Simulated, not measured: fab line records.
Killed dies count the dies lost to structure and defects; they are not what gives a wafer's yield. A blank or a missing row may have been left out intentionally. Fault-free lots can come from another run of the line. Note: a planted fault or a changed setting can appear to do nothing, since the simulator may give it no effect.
Which of the tools did it? | flow n5-finfet | 11 lots (33 wafers sampled), 1 step of a 1938-step route

## WHAT THE GAUGES READ, wafer by wafer
N5_BEOL_M10_INSPECT_13: inspects for defects (brightfield).
lot  | measured     | on                | raw-defect-count
L693 | day 11 01:35 | defect-inspect-01 | 397 324 531
L692 | day 11 01:44 | defect-inspect-02 | 404 338 239
L694 | day 11 07:07 | defect-inspect-02 | 497 306 526
L695 | day 12 09:16 | defect-inspect-02 | 424 495 481
L701 | day 14 10:35 | defect-inspect-01 | 387 352 280
L702 | day 15 07:19 | defect-inspect-01 | 290 443 333
L709 | day 16 12:37 | defect-inspect-01 | 313 427 407
L712 | day 16 15:26 | defect-inspect-01 | 378 582 432
L713 | day 17 01:02 | defect-inspect-02 | 487 390 378
L714 | day 17 01:41 | defect-inspect-02 | 439 532 420
L715 | day 18 05:49 | defect-inspect-01 | 415 488 513

## TOOL THAT RAN EACH LOT (tool first, then ch and the chambers of the sampled wafers, then the start)
Before these readings, the record contains no process step.

## AS READ BY THE TOOLS THEMSELVES (means over the sampled wafers that have a number; for cases with no such wafer, the mark the record gives instead)
The record holds no such reading with a usual standard deviation.

## THE ANSWER, worked out from the rows above alone
Rule: what is usual is taken from the lots themselves. The widest of any qualifying gaps counts: lots, ordered by their means at a reading, are off when they make up no more than a third of the lots, leave a main group of 4 or more, and stand apart from it by 3 or more times the standard deviation of that group's means. A main group whose means are all the same, to the digits that the tables above print for the reading, isn't used. A lot without any number at a reading at which 4 lots or more have one is off too. Where the step has rows for the other lots, those lots are counted as sound. After the gauges, taken in route order, come the tools' own readings; for these a lot's mean is taken, as printed above. At the first step where some lot is off, the reading lying furthest off is the one used; lots without a number count as furthest.
No lot is off at any reading shown: from this, nothing can be told.

## WHAT WAS PUT IN BY THE SIMULATOR
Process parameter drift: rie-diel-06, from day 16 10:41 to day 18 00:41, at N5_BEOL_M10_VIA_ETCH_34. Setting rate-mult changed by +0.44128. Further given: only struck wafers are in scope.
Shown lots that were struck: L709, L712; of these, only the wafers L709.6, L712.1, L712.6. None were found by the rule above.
